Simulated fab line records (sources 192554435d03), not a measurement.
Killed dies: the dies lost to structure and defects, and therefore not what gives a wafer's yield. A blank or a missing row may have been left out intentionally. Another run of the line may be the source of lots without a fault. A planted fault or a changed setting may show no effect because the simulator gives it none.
A struck lot beside a sound one | flow n5Finfet | 15 steps out of a route of 1938
Sound: the wafers L892.3, L892.4, L892.6. Struck: wafers L888.4, L888.5 (left out: L888.2, a lot-mate that was not struck); the cause follows at the end.
At each step with rows: each side's tool, then ch and its chambers, then its first start. Under that, the readings that differ: sound wafers | struck wafers | difference of the means | sigmas: that difference in standard deviations of wafers without a fault.
alike: readings with means less than 2 such deviations apart, plus words and numbers identical on both sides. not compared: withheld readings, readings lacking a value on some wafer, bounds such as >300 that could conceal the same value, and numbers that have no deviation in the record and whose values overlap.
Wherever a step has rows on one side only, a row that says differs or no value, or a row with sigmas, the two part there. Non-overlapping numbers with no deviation appear without sigmas and do not part them. Lack of a reading on every wafer of one side parts them only where that side has two or more wafers.

first, 1 step without rows for these wafers: N5_BEOL_M2_DEVELOP_27 (develop time 30 s).
N5_BEOL_M2_CD_MEAS_28: target cd 26.2 nm, target cd y 24.1 nm.
  sound on cdSem-02 ch 0, day 12 02:32; struck on cdSem-03 ch 0, day 10 06:57
  alike: cdNm
N5_BEOL_M2_OVL_MEAS_29:
  sound on overlay-01 ch 0, day 12 02:35; struck on overlay-02 ch 0, day 10 06:59
  alike: V1_OVL
N5_BEOL_M2_INSPECT_30: inspects for defects (brightfield).
  sound on defectInspect-02, day 12 02:37; struck on defectInspect-01, day 10 07:02
  alike: rawDefectCount
N5_BEOL_M2_DESCUM_33: chemistry O2, time 7 s.
  sound on rieDiel-01 ch 1,2,3, day 12 02:40; struck on rieDiel-04 ch 0,3, day 10 07:12
  alike: chamberPressureMTorr, drypumpMotorCurrentA, oesProductAu, rfVppV, showerheadPlenumPTorr, throttleValvePct
  not compared: rfHoursCounterH
then, 1 step without rows for these wafers: N5_BEOL_M2_ETCH_77 (etches underlayer in N2/H2, target depth 6.5 nm, time 5.2 s).
N5_BEOL_M2_ETCH_69: etches SiARC in CF4, target depth 15.6 nm, time 26 s.
  sound on rieDiel-01 ch 1,2,3, day 12 02:43; struck on rieDiel-04 ch 0,3, day 10 07:15
  alike: biasW, chamberPressureMTorr, drypumpMotorCurrentA, etchRfOnTimeS, oesProductAu, rfVppV, showerheadPlenumPTorr, throttleValvePct
  not compared: rfHoursCounterH
N5_BEOL_M2_ALD_98: deposits SiO2, target thk 2.5 nm, pulse time 1 s, co reactant pulse time 1 s.
  sound on aldSin-01 ch 1,3, day 12 02:50; struck on aldSin-01 ch 2,3, day 10 07:20
  alike: chamberPressureTorr, heaterPowerW, precursorPulseHeightRel
N5_BEOL_M2_ETCHBACK_99: etches SiO2 in CHF3, target depth 5 nm, time 10.4 s.
  sound on rieDiel-02 ch 0,2,3, day 12 03:20; struck on rieDiel-01 ch 1,3, day 10 17:25
  alike: biasW, chamberPressureMTorr, drypumpMotorCurrentA, oesProductAu, rfVppV, showerheadPlenumPTorr, throttleValvePct
  not compared: rfHoursCounterH
N5_BEOL_M2_ETCH_70: etches SOC in N2/H2, target depth 80 nm, overetch 24 nm, time 130 s.
  sound on rieDiel-02 ch 0,2,3, day 12 03:23; struck on rieDiel-01 ch 1,3, day 10 17:27
  alike: biasW, chamberPressureMTorr, drypumpMotorCurrentA, oesProductAu, rfVppV, showerheadPlenumPTorr, throttleValvePct
  not compared: rfHoursCounterH
then, 2 steps without rows for these wafers: N5_BEOL_M2_STRIP_71 (strips in N2/H2); N5_BEOL_M2_STRIP_78 (strips in N2/H2).
N5_BEOL_M2_VIA_ETCH_34: etches the open film in C4F6/O2, target depth 69.4 nm, time 65.9 s.
  sound on rieDiel-02 ch 0,2,3, day 12 03:29; struck on rieDiel-01 ch 1,3, day 10 17:34
reading                                 | sound             | struck      | difference | sigmas
model.etch.depthNm (nm)                 | 69.79 67.31 68.86 | 52.65 54.15 | -15.25     | 
model.SOC_of_BEOL_M2_COAT_67.thkNm (nm) | 51.8 52 51.8      | 53.6 53     | +1.4       | 
  alike: biasW, chamberPressureMTorr, drypumpMotorCurrentA, oes_o_777_au, oesProductAu, rfVppV, showerheadPlenumPTorr, throttleValvePct
  not compared: rfHoursCounterH
then, 1 step without rows for these wafers: N5_BEOL_M2_STRIP_83 (strips in C4F6/O2).
N5_BEOL_M4_RC_MEAS_101:
  sound on prober-01 ch 0, day 14 00:52; struck on prober-02 ch 0, day 12 05:01
  alike: DIBL_N, DIBL_P, IOFF_N, IOFF_P, ION_N, ION_P, SS_N, SS_P, VT_N, VT_P

== WHERE THEY PART ==
Nowhere in this record.

WHY: the cause the simulator had injected
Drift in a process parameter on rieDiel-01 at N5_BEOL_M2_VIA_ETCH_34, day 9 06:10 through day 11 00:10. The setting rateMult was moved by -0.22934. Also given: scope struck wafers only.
